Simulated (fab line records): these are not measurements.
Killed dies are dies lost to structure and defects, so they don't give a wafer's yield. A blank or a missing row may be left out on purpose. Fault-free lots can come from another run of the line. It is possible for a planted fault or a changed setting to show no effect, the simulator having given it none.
fab line records -- flow nand-harc
record lots=24, wafers=72, last-day=25
route steps=1159 shown A_BLC@987 A_M0@1004 A_M1@1039
lots that met no fault: taken from a fault-free run of the same line
start-h: hours from the record's opening day to when the first of the lot's shown wafers began -- wait-h: how many hours have passed since the lot's step before this one -- " as in the row above -- L1.1+2: one row covering several wafers at once -- - no value present, or no start provided -- * or withheld: withheld -- < > ~ a bound
route shown NAME@n: names a module that has steps shown in the file, with the first one's number in the route -- usual: the fault-free wafers' mean and standard deviation -- same: alike in all rows -- chamber/n: place in a boat -- sites: per-site readings -- _std_site: standard deviation of those values -- _edge_site: inner sites' mean taken away from outer sites' mean -- radius-mm: for every site, how far away it sits from the centre of the wafer -- mask NAME#n: copy n -- behind: tool/chamber where the wafer was last shaped -- hold: the reason the lot was held/the length of the hold in hours/how it ended -- device: which transistor (n, p or np) failed to switch -- end of line: the tests these same wafers got at the end of their route -- a step with no rows: only its recipe -- killed: count of dies lost to structure and defects at first sort (not the wafer's yield) -- map: per-die view of a wafer (x killed, . not killed, _ where there is no die)
set.NAME: the setting that was run; set.NAME@STEP: the one run at that earlier step -- model.NAME: the simulator's own value behind a step, which no gauge read
one table for each step of the route and one row for each wafer, over a sample of lots
services: the hour from which a tool's chamber was out of use, counted from the record's first day as start-h (under 0 if before that day), plus the number of hours and why
## steps
# step NHARC_A_BLC_PVD_32
# recipe target-thk-a=50, chamber-pressure-pa=5, power-w=5000, substrate-temp-c=200, time-s=17.7, material=Ti
# usual throttle-valve-pct=30.1/1
lot.wafer,tool,chamber,start-h,wait-h,throttle-valve-pct
L074.3,pvd-sputter-03,-,-,-,31.9
L074.5,pvd-sputter-03,-,-,-,30.2
L074.6,pvd-sputter-03,-,-,-,32.0
L075.3,pvd-sputter-03,-,-,-,30.3
L075.2,pvd-sputter-03,-,-,-,31.8
L075.5,pvd-sputter-03,-,-,-,30.4
L077.3,pvd-sputter-03,-,-,-,30.0
L077.2,pvd-sputter-03,-,-,-,30.2
L077.5,pvd-sputter-03,-,-,-,31.6
L076.2,pvd-sputter-02,-,-,-,29.7
L076.6,pvd-sputter-02,-,-,-,29.9
L076.5,pvd-sputter-02,-,-,-,30.1
L078.2,pvd-sputter-03,-,-,-,31.6
L078.3,pvd-sputter-03,-,-,-,32.3
L078.6,pvd-sputter-03,-,-,-,30.4
L079.4,pvd-sputter-02,-,-,-,29.9
L079.1,pvd-sputter-02,-,-,-,28.4
L079.6,pvd-sputter-02,-,-,-,29.8
L081.1,pvd-sputter-03,-,-,-,30.1
L081.4,pvd-sputter-03,-,-,-,30.4
L081.6,pvd-sputter-03,-,-,-,31.7
L083.1,pvd-sputter-01,-,-,-,29.2
L083.2,pvd-sputter-01,-,-,-,31.1
L083.5,pvd-sputter-01,-,-,-,29.2
L080.4,pvd-sputter-01,-,-,-,29.2
L080.2,pvd-sputter-01,-,-,-,29.2
L080.5,pvd-sputter-01,-,-,-,29.3
L082.3,pvd-sputter-01,-,-,-,29.2
L082.4,pvd-sputter-01,-,-,-,29.5
L082.2,pvd-sputter-01,-,-,-,30.4
L084.1,pvd-sputter-02,-,-,-,28.9
L084.4,pvd-sputter-02,-,-,-,29.9
L084.2,pvd-sputter-02,-,-,-,30.0
L088.1,pvd-sputter-01,-,-,-,29.4
L088.4,pvd-sputter-01,-,-,-,29.2
L088.2,pvd-sputter-01,-,-,-,29.4
L085.1,pvd-sputter-01,-,-,-,29.1
L085.3,pvd-sputter-01,-,-,-,29.5
L085.6,pvd-sputter-01,-,-,-,30.7
L087.1,pvd-sputter-03,-,-,-,32.0
L087.3,pvd-sputter-03,-,-,-,30.4
L087.5,pvd-sputter-03,-,-,-,31.2
L086.3,pvd-sputter-03,-,-,-,30.4
L086.6,pvd-sputter-03,-,-,-,30.3
L086.5,pvd-sputter-03,-,-,-,29.9
L090.1,pvd-sputter-01,-,-,-,29.5
L090.4,pvd-sputter-01,-,-,-,29.4
L090.6,pvd-sputter-01,-,-,-,30.7
L089.2,pvd-sputter-02,-,-,-,28.5
L089.4,pvd-sputter-02,-,-,-,30.1
L089.5,pvd-sputter-02,-,-,-,30.1
L093.1,pvd-sputter-01,-,-,-,29.6
L093.4,pvd-sputter-01,-,-,-,30.8
L093.5,pvd-sputter-01,-,-,-,29.5
L092.4,pvd-sputter-01,-,-,-,30.7
L092.1,pvd-sputter-01,-,-,-,29.3
L092.3,pvd-sputter-01,-,-,-,29.4
L091.1,pvd-sputter-01,-,-,-,29.1
L091.3,pvd-sputter-01,-,-,-,29.3
L091.2,pvd-sputter-01,-,-,-,30.4
L095.2,pvd-sputter-02,-,-,-,30.1
L095.6,pvd-sputter-02,-,-,-,29.4
L095.5,pvd-sputter-02,-,-,-,28.7
L097.2,pvd-sputter-03,-,-,-,31.8
L097.1,pvd-sputter-03,-,-,-,31.7
L097.5,pvd-sputter-03,-,-,-,30.5
L094.4,pvd-sputter-03,-,-,-,32.0
L094.2,pvd-sputter-03,-,-,-,30.1
L094.6,pvd-sputter-03,-,-,-,30.1
L096.1,pvd-sputter-01,-,-,-,29.5
L096.6,pvd-sputter-01,-,-,-,30.3
L096.5,pvd-sputter-01,-,-,-,29.5
# step NHARC_A_BLC_INSPECT_28
# usual raw-defect-count=427/120
lot.wafer,tool,chamber,start-h,wait-h,raw-defect-count
L074.3,defect-inspect-02,-,398.54,0.1,472
L074.5,defect-inspect-02,-,398.54,0.1,593
L074.6,defect-inspect-02,-,398.54,0.1,434
L075.2,defect-inspect-01,-,400.89,0.1,350
L075.3,defect-inspect-01,-,400.89,0.1,320
L075.5,defect-inspect-01,-,400.89,0.1,358
L077.2,defect-inspect-01,-,403.25,0.1,515
L077.3,defect-inspect-01,-,403.25,0.1,474
L077.5,defect-inspect-01,-,403.25,0.1,436
L076.2,defect-inspect-02,-,403.79,0.1,314
L076.5,defect-inspect-02,-,403.79,0.1,567
L076.6,defect-inspect-02,-,403.79,0.1,322
L078.2,defect-inspect-02,-,424.52,0.1,423
L078.3,defect-inspect-02,-,424.52,0.1,379
L078.6,defect-inspect-02,-,424.52,0.1,493
L079.1,defect-inspect-01,-,436.82,0.1,521
L079.4,defect-inspect-01,-,436.82,0.1,370
L079.6,defect-inspect-01,-,436.82,0.1,273
L081.1,defect-inspect-02,-,454.42,0.1,399
L081.4,defect-inspect-02,-,454.42,0.1,449
L081.6,defect-inspect-02,-,454.42,0.1,306
L083.1,defect-inspect-01,-,454.88,0.1,306
L083.2,defect-inspect-01,-,454.88,0.1,378
L083.5,defect-inspect-01,-,454.88,0.1,352
L080.2,defect-inspect-02,-,455.31,0.1,509
L080.4,defect-inspect-02,-,455.31,0.1,396
L080.5,defect-inspect-02,-,455.31,0.1,548
L082.2,defect-inspect-01,-,460.11,0.1,271
L082.3,defect-inspect-01,-,460.11,0.1,293
L082.4,defect-inspect-01,-,460.11,0.1,336
L084.1,defect-inspect-01,-,461.47,0.1,362
L084.2,defect-inspect-01,-,461.47,0.1,466
L084.4,defect-inspect-01,-,461.47,0.1,333
L088.1,defect-inspect-01,-,474.88,0.1,352
L088.2,defect-inspect-01,-,474.88,0.1,350
L088.4,defect-inspect-01,-,474.88,0.1,498
L085.1,defect-inspect-02,-,478.80,0.1,373
L085.3,defect-inspect-02,-,478.80,0.1,459
L085.6,defect-inspect-02,-,478.80,0.1,228
L087.1,defect-inspect-01,-,479.40,0.1,615
L087.3,defect-inspect-01,-,479.40,0.1,360
L087.5,defect-inspect-01,-,479.40,0.1,386
L086.3,defect-inspect-01,-,482.49,0.1,348
L086.5,defect-inspect-01,-,482.49,0.1,459
L086.6,defect-inspect-01,-,482.49,0.1,689
L090.1,defect-inspect-02,-,485.65,0.1,483
L090.4,defect-inspect-02,-,485.65,0.1,392
L090.6,defect-inspect-02,-,485.65,0.1,398
L089.2,defect-inspect-02,-,501.65,0.1,474
L089.4,defect-inspect-02,-,501.65,0.1,330
L089.5,defect-inspect-02,-,501.65,0.1,428
L093.1,defect-inspect-02,-,510.12,0.1,300
L093.4,defect-inspect-02,-,510.12,0.1,312
L093.5,defect-inspect-02,-,510.12,0.1,274
L092.1,defect-inspect-02,-,514.82,0.1,402
L092.3,defect-inspect-02,-,514.82,0.1,364
L092.4,defect-inspect-02,-,514.82,0.1,749
L091.1,defect-inspect-01,-,514.86,0.1,390
L091.2,defect-inspect-01,-,514.86,0.1,380
L091.3,defect-inspect-01,-,514.86,0.1,507
L095.2,defect-inspect-02,-,524.66,0.1,318
L095.5,defect-inspect-02,-,524.66,0.1,530
L095.6,defect-inspect-02,-,524.66,0.1,549
L097.1,defect-inspect-02,-,527.39,0.1,1098
L097.2,defect-inspect-02,-,527.39,0.1,554
L097.5,defect-inspect-02,-,527.39,0.1,802
L094.2,defect-inspect-02,-,537.73,0.1,368
L094.4,defect-inspect-02,-,537.73,0.1,335
L094.6,defect-inspect-02,-,537.73,0.1,536
L096.1,defect-inspect-02,-,544.85,0.1,420
L096.5,defect-inspect-02,-,544.85,0.1,432
L096.6,defect-inspect-02,-,544.85,0.1,606
# step NHARC_A_M0_CD_MEAS_09
# recipe target-cd-nm=80, landing-energy-ev=500
# usual cd-nm=80.1/0.56
lot.wafer,tool,chamber,start-h,wait-h,cd-nm
L074.3,cd-sem-02,0,399.45,-,79.7
L074.5,cd-sem-02,0,399.45,-,80.2
L074.6,cd-sem-02,0,399.45,-,80.1
L075.2,cd-sem-01,0,401.80,-,79.7
L075.3,cd-sem-01,0,401.80,-,80.1
L075.5,cd-sem-01,0,401.80,-,80.7
L077.2,cd-sem-01,0,404.27,-,80.5
L077.3,cd-sem-01,0,404.27,-,80.0
L077.5,cd-sem-01,0,404.27,-,79.6
L076.2,cd-sem-02,0,404.71,-,79.4
L076.5,cd-sem-02,0,404.71,-,80.3
L076.6,cd-sem-02,0,404.71,-,78.9
L078.2,cd-sem-03,0,425.42,-,79.0
L078.3,cd-sem-03,0,425.42,-,78.5
L078.6,cd-sem-03,0,425.42,-,79.3
L079.1,cd-sem-02,0,437.61,-,80.1
L079.4,cd-sem-02,0,437.61,-,80.1
L079.6,cd-sem-02,0,437.61,-,79.8
L081.1,cd-sem-03,0,455.33,-,80.6
L081.4,cd-sem-03,0,455.33,-,80.4
L081.6,cd-sem-03,0,455.33,-,80.1
L083.1,cd-sem-03,0,455.65,-,79.8
L083.2,cd-sem-03,0,455.65,-,79.8
L083.5,cd-sem-03,0,455.65,-,79.8
L080.2,cd-sem-03,0,456.08,-,78.6
L080.4,cd-sem-03,0,456.08,-,78.9
L080.5,cd-sem-03,0,456.08,-,79.6
L082.2,cd-sem-01,0,460.89,-,80.3
L082.3,cd-sem-01,0,460.89,-,81.4
L082.4,cd-sem-01,0,460.89,-,80.7
L084.1,cd-sem-03,0,462.51,-,79.7
L084.2,cd-sem-03,0,462.51,-,79.9
L084.4,cd-sem-03,0,462.51,-,79.3
L088.1,cd-sem-01,0,475.79,-,80.8
L088.2,cd-sem-01,0,475.79,-,80.0
L088.4,cd-sem-01,0,475.79,-,80.1
L085.1,cd-sem-02,0,479.58,-,79.7
L085.3,cd-sem-02,0,479.58,-,80.2
L085.6,cd-sem-02,0,479.58,-,81.0
L087.1,cd-sem-03,0,480.31,-,80.6
L087.3,cd-sem-03,0,480.31,-,80.8
L087.5,cd-sem-03,0,480.31,-,80.1
L086.3,cd-sem-03,0,483.40,-,80.0
L086.5,cd-sem-03,0,483.40,-,80.4
L086.6,cd-sem-03,0,483.40,-,80.0
L090.1,cd-sem-03,0,486.43,-,79.6
L090.4,cd-sem-03,0,486.43,-,80.4
L090.6,cd-sem-03,0,486.43,-,80.1
L089.2,cd-sem-01,0,502.55,-,80.1
L089.4,cd-sem-01,0,502.55,-,80.0
L089.5,cd-sem-01,0,502.55,-,80.1
L093.1,cd-sem-02,0,510.89,-,79.5
L093.4,cd-sem-02,0,510.89,-,80.4
L093.5,cd-sem-02,0,510.89,-,80.4
L092.1,cd-sem-01,0,515.59,-,79.6
L092.3,cd-sem-01,0,515.59,-,80.1
L092.4,cd-sem-01,0,515.59,-,79.2
L091.1,cd-sem-01,0,515.87,-,81.0
L091.2,cd-sem-01,0,515.87,-,81.0
L091.3,cd-sem-01,0,515.87,-,80.5
L095.2,cd-sem-03,0,525.44,-,79.2
L095.5,cd-sem-03,0,525.44,-,80.1
L095.6,cd-sem-03,0,525.44,-,79.8
L097.1,cd-sem-03,0,528.29,-,79.6
L097.2,cd-sem-03,0,528.29,-,80.1
L097.5,cd-sem-03,0,528.29,-,79.9
L094.2,cd-sem-01,0,538.51,-,79.9
L094.4,cd-sem-01,0,538.51,-,80.0
L094.6,cd-sem-01,0,538.51,-,79.7
L096.1,cd-sem-02,0,545.62,-,80.3
L096.5,cd-sem-02,0,545.62,-,80.9
L096.6,cd-sem-02,0,545.62,-,80.7
# step NHARC_A_M0_ETCH_15
# recipe target-depth-a=1500, overetch-a=150, time-s=82.5, c4f8-flow-sccm=withheld, ar-flow-sccm=400, rf-w=600, bias-w=300, chemistry=C4F8/Ar
# usual oes-product-au=0.952/0.023, rf-vpp-V=441.5/2.9
lot.wafer,tool,chamber,start-h,wait-h,oes-product-au,rf-hours-counter-h,rf-vpp-V
L074.3,rie-diel-02,1,-,-,0.958,3.7,442.1
L074.5,rie-diel-02,3,-,-,0.970,-,439.9
L074.6,rie-diel-02,0,-,-,0.959,-,444.5
L075.3,rie-diel-02,0,-,-,0.962,4.1,446.0
L075.2,rie-diel-02,1,-,-,0.975,3.9,440.4
L075.5,rie-diel-02,0,-,-,0.968,-,445.5
L077.2,rie-diel-02,2,-,-,0.968,3.9,442.8
L077.3,rie-diel-02,1,-,-,0.970,4.2,439.9
L077.5,rie-diel-02,3,-,-,0.962,-,440.2
L076.2,rie-diel-08,3,-,-,0.975,6.0,445.0
L076.5,rie-diel-08,3,-,-,0.982,-,443.2
L076.6,rie-diel-08,0,-,-,0.977,-,438.1
L078.2,rie-diel-08,2,-,-,0.922,6.8,436.2
L078.3,rie-diel-08,1,-,-,0.921,7.5,443.9
L078.6,rie-diel-08,2,-,-,0.928,-,437.7
L079.4,rie-diel-11,0,-,-,0.969,4.3,438.0
L079.1,rie-diel-11,2,-,-,0.967,5.6,439.4
L079.6,rie-diel-11,0,-,-,0.981,-,439.9
L081.1,rie-diel-11,2,-,-,0.976,6.1,439.8
L081.4,rie-diel-11,3,-,-,0.974,4.8,441.7
L081.6,rie-diel-11,0,-,-,0.968,-,437.9
L083.1,rie-diel-02,0,-,-,1.003,7.4,445.8
L083.2,rie-diel-02,3,-,-,0.950,8.4,441.6
L083.5,rie-diel-02,2,-,-,0.941,-,443.1
L080.2,rie-diel-11,0,-,-,0.969,4.8,439.4
L080.4,rie-diel-11,3,-,-,0.977,4.8,442.1
L080.5,rie-diel-11,1,-,-,0.963,-,443.5
L082.3,rie-diel-02,2,-,-,0.939,8.1,442.2
L082.4,rie-diel-02,3,-,-,0.947,8.6,441.2
L082.2,rie-diel-02,0,-,-,0.951,7.6,445.6
L084.2,rie-diel-11,2,-,-,0.926,6.4,438.1
L084.1,rie-diel-11,3,-,-,0.928,5.1,441.3
L084.4,rie-diel-11,0,-,-,0.913,5.0,438.9
L088.4,rie-diel-11,3,-,-,0.930,5.3,441.3
L088.2,rie-diel-11,0,-,-,0.924,5.2,438.3
L088.1,rie-diel-11,2,-,-,0.926,6.6,438.7
L085.3,rie-diel-11,1,-,-,0.925,5.8,444.4
L085.1,rie-diel-11,0,-,-,0.925,5.3,439.2
L085.6,rie-diel-11,1,-,-,0.920,-,444.9
L087.3,rie-diel-02,1,-,-,0.941,9.2,441.2
L087.1,rie-diel-02,3,-,-,0.926,10.2,439.1
L087.5,rie-diel-02,0,-,-,0.932,-,446.5
L086.3,rie-diel-11,2,-,-,0.922,7.3,439.2
L086.5,rie-diel-11,1,-,-,0.923,-,444.8
L086.6,rie-diel-11,2,-,-,0.929,-,438.1
L090.1,rie-diel-11,2,-,-,0.940,7.6,438.0
L090.4,rie-diel-11,0,-,-,0.929,6.8,438.3
L090.6,rie-diel-11,3,-,-,0.934,-,441.4
L089.4,rie-diel-11,1,-,-,0.967,7.5,444.9
L089.2,rie-diel-11,2,-,-,0.960,8.6,438.5
L089.5,rie-diel-11,2,-,-,0.954,-,438.1
L093.1,rie-diel-11,0,-,-,0.924,8.3,439.1
L093.4,rie-diel-11,1,-,-,0.919,8.2,445.2
L093.5,rie-diel-11,0,-,-,0.920,-,438.0
L092.3,rie-diel-02,0,-,-,0.985,0.5,445.2
L092.1,rie-diel-02,2,-,-,0.966,0.5,441.4
L092.4,rie-diel-02,0,-,-,0.981,-,445.8
L091.2,rie-diel-11,3,-,-,0.983,9.5,442.5
L091.1,rie-diel-11,0,-,-,0.978,9.2,438.7
L091.3,rie-diel-11,1,-,-,0.960,9.0,444.4
L095.2,rie-diel-02,1,-,-,0.964,0.9,440.8
L095.6,rie-diel-02,2,-,-,0.971,-,443.5
L095.5,rie-diel-02,3,-,-,0.977,-,438.7
L097.1,rie-diel-08,0,-,-,0.958,2.1,437.0
L097.2,rie-diel-08,1,-,-,0.975,2.1,444.0
L097.5,rie-diel-08,3,-,-,0.972,-,445.3
L094.2,rie-diel-08,2,-,-,0.967,3.0,438.0
L094.4,rie-diel-08,1,-,-,0.971,2.9,443.9
L094.6,rie-diel-08,2,-,-,0.972,-,437.4
L096.1,rie-diel-08,3,-,-,0.948,3.8,444.1
L096.6,rie-diel-08,2,-,-,0.959,-,437.5
L096.5,rie-diel-08,3,-,-,0.937,-,444.4
# step NHARC_A_M0_THK_MEAS_24
# recipe thk-meas-gauge=xrf
# usual thk-nm=114.1/1.3
lot.wafer,tool,chamber,start-h,wait-h,thk-nm
L074.3,film-metro-01,-,401.98,-,114.3
L074.5,film-metro-01,-,401.98,-,114.3
L074.6,film-metro-01,-,401.98,-,113.5
L075.2,film-metro-02,-,404.43,-,114.7
L075.3,film-metro-02,-,404.43,-,114.4
L075.5,film-metro-02,-,404.43,-,113.0
L077.2,film-metro-02,-,406.86,-,115.1
L077.3,film-metro-02,-,406.86,-,112.1
L077.5,film-metro-02,-,406.86,-,111.3
L076.2,film-metro-01,-,407.55,-,114.6
L076.5,film-metro-01,-,407.55,-,114.8
L076.6,film-metro-01,-,407.55,-,115.1
L078.2,film-metro-02,-,428.06,-,114.2
L078.3,film-metro-02,-,428.06,-,113.9
L078.6,film-metro-02,-,428.06,-,114.5
L079.1,film-metro-01,-,440.20,-,116.8
L079.4,film-metro-01,-,440.20,-,114.9
L079.6,film-metro-01,-,440.20,-,117.5
L081.1,film-metro-02,-,457.88,-,112.9
L081.4,film-metro-02,-,457.88,-,111.8
L081.6,film-metro-02,-,457.88,-,111.9
L083.1,film-metro-01,-,458.43,-,114.4
L083.2,film-metro-01,-,458.43,-,114.7
L083.5,film-metro-01,-,458.43,-,114.9
L080.2,film-metro-02,-,458.67,-,113.5
L080.4,film-metro-02,-,458.67,-,113.8
L080.5,film-metro-02,-,458.67,-,116.2
L082.2,film-metro-01,-,463.42,-,113.1
L082.3,film-metro-01,-,463.42,-,115.1
L082.4,film-metro-01,-,463.42,-,113.7
L084.1,film-metro-01,-,465.02,-,115.0
L084.2,film-metro-01,-,465.02,-,114.6
L084.4,film-metro-01,-,465.02,-,114.2
L088.1,film-metro-01,-,478.35,-,113.0
L088.2,film-metro-01,-,478.35,-,115.5
L088.4,film-metro-01,-,478.35,-,114.2
L085.1,film-metro-01,-,482.15,-,114.4
L085.3,film-metro-01,-,482.15,-,111.6
L085.6,film-metro-01,-,482.15,-,113.6
L087.1,film-metro-01,-,482.83,-,112.7
L087.3,film-metro-01,-,482.83,-,113.7
L087.5,film-metro-01,-,482.83,-,114.0
L086.3,film-metro-02,-,485.90,-,114.2
L086.5,film-metro-02,-,485.90,-,113.9
L086.6,film-metro-02,-,485.90,-,112.9
L090.1,film-metro-02,-,488.94,-,112.7
L090.4,film-metro-02,-,488.94,-,113.7
L090.6,film-metro-02,-,488.94,-,115.0
L089.2,film-metro-01,-,505.05,-,112.9
L089.4,film-metro-01,-,505.05,-,113.7
L089.5,film-metro-01,-,505.05,-,112.7
L093.1,film-metro-02,-,513.45,-,115.7
L093.4,film-metro-02,-,513.45,-,114.7
L093.5,film-metro-02,-,513.45,-,116.9
L092.1,film-metro-01,-,518.25,-,114.0
L092.3,film-metro-01,-,518.25,-,113.8
L092.4,film-metro-01,-,518.25,-,111.4
L091.1,film-metro-01,-,518.55,-,115.5
L091.2,film-metro-01,-,518.55,-,115.7
L091.3,film-metro-01,-,518.55,-,115.4
L095.2,film-metro-02,-,528.23,-,115.0
L095.5,film-metro-02,-,528.23,-,115.4
L095.6,film-metro-02,-,528.23,-,113.8
L097.1,film-metro-01,-,530.82,-,112.3
L097.2,film-metro-01,-,530.82,-,112.8
L097.5,film-metro-01,-,530.82,-,114.3
L094.2,film-metro-01,-,541.11,-,113.3
L094.4,film-metro-01,-,541.11,-,112.5
L094.6,film-metro-01,-,541.11,-,113.8
L096.1,film-metro-01,-,548.46,-,113.7
L096.5,film-metro-01,-,548.46,-,113.9
L096.6,film-metro-01,-,548.46,-,114.0
# step NHARC_A_M1_DESCUM_14
# recipe time-s=3, o2-flow-sccm=200, ar-flow-sccm=0, bias-power-w=0, chemistry=O2
# usual drypump-motor-current-A=6.0/0.34, oes-product-au=1.000/0.008, rf-vpp-V=57.7/0.94, showerhead-plenum-p-Torr=1.90/0.072, throttle-valve-pct=11.312/0.0088
lot.wafer,tool,chamber,start-h,wait-h,drypump-motor-current-A,oes-product-au,rf-hours-counter-h,rf-vpp-V,showerhead-plenum-p-Torr,throttle-valve-pct
L074.3,rie-diel-12,2,403.75,0.1,5.3,0.984,0,57.5,1.87,11.307
L074.6,rie-diel-12,1,403.75,0.1,6.4,0.999,-,57.6,2.01,11.311
L074.5,rie-diel-12,2,403.75,0.1,5.3,0.983,-,57.1,1.87,11.318
L075.2,rie-diel-03,0,406.13,0.1,6.0,1.003,1,57.3,1.80,11.293
L075.3,rie-diel-03,1,406.13,0.1,6.2,1.001,1,57.5,1.81,11.310
L075.5,rie-diel-03,0,406.13,0.1,6.0,1.004,-,57.6,1.80,11.303
L077.2,rie-diel-13,1,408.65,0.1,5.6,0.993,11,56.6,1.84,11.324
L077.3,rie-diel-13,2,408.65,0.1,6.3,0.990,10,58.3,2.00,11.309
L077.5,rie-diel-13,1,408.65,0.1,5.6,0.996,-,57.4,1.84,11.313
L076.2,rie-diel-13,0,409.52,0.1,6.1,0.999,9,57.0,1.78,11.314
L076.6,rie-diel-13,2,409.52,0.1,6.3,1.001,-,56.7,2.00,11.312
L076.5,rie-diel-13,3,409.52,0.1,6.6,1.013,-,57.7,1.92,11.306
L078.3,rie-diel-12,1,429.88,0.1,6.4,1.000,1,56.8,2.00,11.318
L078.2,rie-diel-12,0,429.88,0.1,6.2,0.997,1,58.5,1.94,11.305
L078.6,rie-diel-12,1,429.88,0.1,6.4,0.999,-,56.8,2.01,11.310
L079.4,rie-diel-13,0,441.83,0.1,6.1,1.002,10,57.2,1.78,11.306
L079.1,rie-diel-13,2,441.83,0.1,6.4,1.006,11,58.8,2.00,11.326
L079.6,rie-diel-13,0,441.83,0.1,6.1,1.004,-,57.1,1.78,11.325
L081.4,rie-diel-03,2,459.61,0.1,6.1,1.003,4,57.5,1.93,11.316
L081.1,rie-diel-03,0,459.61,0.1,6.0,1.008,4,55.8,1.80,11.314
L081.6,rie-diel-03,3,459.61,0.1,5.7,1.013,-,58.0,1.93,11.310
L083.2,rie-diel-12,1,460.07,0.1,6.4,1.003,2,58.1,2.01,11.304
L083.1,rie-diel-12,2,460.07,0.1,5.3,0.990,2,56.7,1.87,11.322
L083.5,rie-diel-12,0,460.07,0.1,6.1,0.988,-,58.2,1.94,11.306
L080.4,rie-diel-03,3,460.42,0.1,5.7,1.011,5,58.6,1.93,11.314
L080.2,rie-diel-03,0,460.42,0.1,6.0,1.003,5,55.4,1.80,11.314
L080.5,rie-diel-03,3,460.42,0.1,5.7,1.007,-,58.3,1.93,11.312
L082.3,rie-diel-03,2,465.03,0.1,6.0,1.012,5,58.5,1.93,11.295
L082.4,rie-diel-03,3,465.03,0.1,5.7,1.004,5,59.0,1.93,11.300
L082.2,rie-diel-03,0,465.03,0.1,6.1,0.996,5,56.7,1.80,11.301
L084.4,rie-diel-03,0,466.67,0.1,6.0,1.002,5,56.4,1.80,11.313
L084.1,rie-diel-03,1,466.67,0.1,6.2,1.006,5,57.1,1.81,11.323
L084.2,rie-diel-03,2,466.67,0.1,6.0,1.010,5,57.1,1.93,11.309
L088.4,rie-diel-13,1,480.07,0.1,5.6,1.001,1,57.1,1.84,11.311
L088.2,rie-diel-13,2,480.07,0.1,6.4,1.005,1,57.3,2.00,11.313
L088.1,rie-diel-13,0,480.07,0.1,6.0,1.007,0,56.1,1.78,11.320
L085.1,rie-diel-03,1,483.89,0.1,6.2,0.996,5,58.7,1.81,11.304
L085.3,rie-diel-03,3,483.89,0.1,5.7,0.999,5,57.3,1.93,11.320
L085.6,rie-diel-03,1,483.89,0.1,6.2,1.006,-,58.3,1.81,11.311
L087.3,rie-diel-13,3,484.55,0.1,6.6,1.004,1,58.2,1.92,11.322
L087.1,rie-diel-13,2,484.55,0.1,6.4,0.992,2,58.1,2.00,11.329
L087.5,rie-diel-13,2,484.55,0.1,6.4,0.998,-,58.0,2.00,11.321
L086.3,rie-diel-03,3,487.59,0.1,5.7,1.008,6,56.0,1.93,11.332
L086.5,rie-diel-03,2,487.59,0.1,6.0,0.999,-,58.1,1.93,11.311
L086.6,rie-diel-03,3,487.59,0.1,5.7,1.003,-,57.5,1.93,11.304
L090.4,rie-diel-03,1,490.60,0.1,6.1,1.002,6,57.6,1.81,11.319
L090.1,rie-diel-03,2,490.60,0.1,6.0,1.009,6,57.4,1.93,11.316
L090.6,rie-diel-03,3,490.60,0.1,5.7,1.005,-,58.4,1.93,11.308
L089.2,rie-diel-12,1,506.84,0.1,6.3,1.004,2,58.0,2.01,11.308
L089.4,rie-diel-12,2,506.84,0.1,5.3,0.992,2,58.7,1.87,11.301
L089.5,rie-diel-12,0,506.84,0.1,6.2,0.972,-,57.8,1.94,11.313
L093.1,rie-diel-03,3,515.07,0.1,5.7,1.009,8,58.6,1.93,11.309
L093.4,rie-diel-03,1,515.07,0.1,6.2,1.002,9,58.0,1.81,11.310
L093.5,rie-diel-03,3,515.07,0.1,5.7,1.008,-,57.9,1.93,11.309
L092.4,rie-diel-12,1,520.02,0.1,6.4,1.015,3,57.7,2.00,11.309
L092.1,rie-diel-12,3,520.02,0.1,5.6,0.990,3,58.5,1.84,11.323
L092.3,rie-diel-12,0,520.02,0.1,6.2,0.996,3,58.7,1.94,11.315
L091.2,rie-diel-12,0,520.28,0.1,6.2,0.996,3,56.4,1.94,11.328
L091.3,rie-diel-12,1,520.28,0.1,6.3,1.008,3,58.0,2.00,11.326
L091.1,rie-diel-12,2,520.28,0.1,5.3,0.992,3,57.9,1.87,11.310
L095.2,rie-diel-12,0,530.20,0.1,6.2,0.982,3,58.2,1.94,11.295
L095.6,rie-diel-12,2,530.20,0.1,5.3,1.005,-,57.6,1.87,11.306
L095.5,rie-diel-12,3,530.20,0.1,5.6,0.987,-,57.1,1.84,11.304
L097.1,rie-diel-13,2,532.56,0.1,6.4,0.999,8,58.6,2.00,11.320
L097.2,rie-diel-13,3,532.56,0.1,6.5,1.012,7,57.7,1.92,11.318
L097.5,rie-diel-13,1,532.56,0.1,5.6,1.010,-,56.6,1.84,11.326
L094.2,rie-diel-03,0,542.88,0.1,6.0,1.002,10,57.2,1.80,11.305
L094.4,rie-diel-03,1,542.88,0.1,6.2,1.008,10,58.4,1.81,11.323
L094.6,rie-diel-03,0,542.88,0.1,6.0,1.004,-,56.9,1.80,11.315
L096.1,rie-diel-12,3,550.10,0.1,5.6,0.997,3,57.3,1.84,11.306
L096.6,rie-diel-12,0,550.10,0.1,6.1,0.994,-,58.9,1.94,11.307
L096.5,rie-diel-12,1,550.10,0.1,6.3,0.998,-,57.6,2.00,11.290
## services
tool,chamber,start-h,hours,kind
rie-diel-02,1,364.55,9.2,repair
rie-diel-11,-,366.50,9.0,pm
rie-diel-02,0,370.83,3.7,repair
pvd-sputter-01,-,378.20,1.3,repair
rie-diel-13,0,378.55,2.0,repair
rie-diel-12,-,379.40,9.0,pm
rie-diel-02,2,383.72,14.0,repair
rie-diel-03,-,392.30,9.0,pm
rie-diel-12,3,394.57,4.8,repair
rie-diel-11,3,401.69,8.5,repair
rie-diel-02,1,410.57,7.7,repair
rie-diel-12,3,414.68,1.8,repair
pvd-sputter-03,-,424.30,1.7,repair
pvd-sputter-01,-,426.35,1.9,repair
rie-diel-02,1,448.72,12.5,repair
rie-diel-02,0,448.92,6.9,repair
pvd-sputter-03,-,458.00,10.0,pm
rie-diel-12,-,470.33,23.3,repair
rie-diel-03,2,491.41,8.4,repair
rie-diel-02,-,504.70,9.0,pm
pvd-sputter-01,-,514.01,10.0,pm
rie-diel-11,2,521.53,2.3,repair
pvd-sputter-03,-,540.27,10.6,repair
rie-diel-11,-,543.50,9.0,pm
## key
fault none
